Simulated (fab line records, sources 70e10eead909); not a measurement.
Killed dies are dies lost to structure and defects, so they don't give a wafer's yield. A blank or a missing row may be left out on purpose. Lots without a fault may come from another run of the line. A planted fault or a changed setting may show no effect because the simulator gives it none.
Chamber matching | flow nand_harc | NHARC_A_STAIRCASE_TRIM_12 on rie_diel-13: 4 sister chambers
The step chemistry O2, time 211.2 s. 14 wafers are shown with their chamber, then 7 later ones without.

WAFERS WITH THEIR CHAMBER
wafer  | chamber | showerhead_plenum_p_Torr (Torr) | drypump_motor_current_A (A) | rf_vpp_V (V)
L079.1 | 0       | 3.38                            | 5.1                         | 55.5
L079.3 | 3       | 3.58                            | 5.7                         | 55.8
L079.5 | 2       | 3.40                            | 5.7                         | 58.0
L081.2 | 1       | 3.55                            | 5.6                         | 58.5
L081.3 | 3       | 3.58                            | 5.8                         | 56.7
L081.4 | 2       | 3.40                            | 5.7                         | 57.1
L089.4 | 2       | 3.39                            | 5.7                         | 57.7
L089.5 | 3       | 3.57                            | 5.7                         | 57.2
L089.6 | 0       | 3.37                            | 5.1                         | 58.2
L090.2 | 2       | 3.39                            | 5.7                         | 57.6
L090.4 | 1       | 3.54                            | 5.6                         | 58.9
L090.6 | 2       | 3.39                            | 5.6                         | 58.2
L090.1 | 0       | 3.37                            | 5.1                         | 57.2
L090.3 | 3       | 3.57                            | 5.7                         | 58.5

SIGNATURES (means of the wafers above)
reading                  | chamber 0 | chamber 1 | chamber 2 | chamber 3 | scatter within a chamber
showerhead_plenum_p_Torr | 3.3733    | 3.5450    | 3.3940    | 3.5750    | 0.0058
drypump_motor_current_A  | 5.100     | 5.600     | 5.680     | 5.725     | 0.0394
rf_vpp_V                 | 56.967    | 58.700    | 57.720    | 57.050    | 0.912
Rule: a wafer's distance from a chamber is the root of the sum, over the readings, of the square of ((its reading less the chamber's mean) divided by the reading's scatter). The wafer belongs to the nearest chamber; if the next one is less than 2 further off, it can't be placed. The scatter: the root of (the sum of the squares of (reading less its chamber's mean) over the shown wafers, divided by (wafers less chambers)).

WAFERS WITHOUT THEIR CHAMBER
wafer  | showerhead_plenum_p_Torr (Torr) | drypump_motor_current_A (A) | rf_vpp_V (V)
L090.5 | 3.54                            | 5.6                         | 57.4
L096.1 | 3.38                            | 5.7                         | 58.1
L096.2 | 3.36                            | 5.1                         | 56.7
L096.6 | 3.53                            | 5.6                         | 58.0
L096.3 | 3.57                            | 5.7                         | 58.1
L096.4 | 3.53                            | 5.6                         | 57.3
L096.5 | 3.36                            | 5.1                         | 59.3

WHICH CHAMBER EACH WENT THROUGH
wafer  | from the rows above | in truth
L090.5 | 1                   | 1
L096.1 | 2                   | 2
L096.2 | 0                   | 0
L096.6 | 1                   | 1
L096.3 | 3                   | 3
L096.4 | 1                   | 1
L096.5 | 0                   | 0
Placed correctly: 7 of 7. Can't be placed from these rows: 0. Placed wrongly: 0.
